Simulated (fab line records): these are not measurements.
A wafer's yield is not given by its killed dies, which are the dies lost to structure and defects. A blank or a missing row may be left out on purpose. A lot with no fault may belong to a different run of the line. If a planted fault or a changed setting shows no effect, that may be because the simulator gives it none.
Chamber matching + flow n5Finfet + N5_BEOL_M9_DEP_56 on pecvd-04 has 3 sister chambers
The step deposits SiCN from 3MS/NH3, target thk 15 nm, time 26.5 s. 3 wafers are shown with their chamber, then 7 later ones without.

WAFERS PAIRED WITH THEIR CHAMBERS
| wafer  | chamber | throttleValvePct (%) |
|--------|---------|----------------------|
| L077.6 | 1       | 9.1                  |
| L087.4 | 2       | 8.1                  |
| L093.4 | 0       | 9.5                  |

WAFERS WITHOUT THEIR CHAMBER
| wafer  | throttleValvePct (%) |
|--------|----------------------|
| L093.6 | 9.3                  |
| L094.3 | 9.7                  |
| L094.5 | 9.2                  |
| L094.6 | 9.7                  |
| L096.1 | 9.0                  |
| L096.4 | 9.1                  |
| L096.5 | 9.4                  |

CHAMBER TAKEN BY EACH
| wafer  | from the rows above     | in truth |
|--------|-------------------------|----------|
| L093.6 | can't be placed: 0 or 1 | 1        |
| L094.3 | 0                       | 0        |
| L094.5 | can't be placed: 1 or 0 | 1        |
| L094.6 | 0                       | 0        |
| L096.1 | 1                       | 1        |
| L096.4 | 1                       | 1        |
| L096.5 | can't be placed: 0 or 1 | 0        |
Correct placement for 4 of the 7. These rows do not allow placing 3 (true chamber among the candidates in 3). Number placed wrongly: 0.
How it was worked out, from the rows above alone: a wafer's distance from a chamber is the root of the sum, over the readings, of the square of ((its reading less the chamber's mean) divided by the reading's scatter). If the next closest chamber is less than 2 further off than the closest, the wafer can't be placed; otherwise it belongs to the closest. A chamber's mean is the mean of its shown wafers. The scatter: root of mean squared gap, hidden wafer to nearest shown wafer, with one shown wafer a chamber.
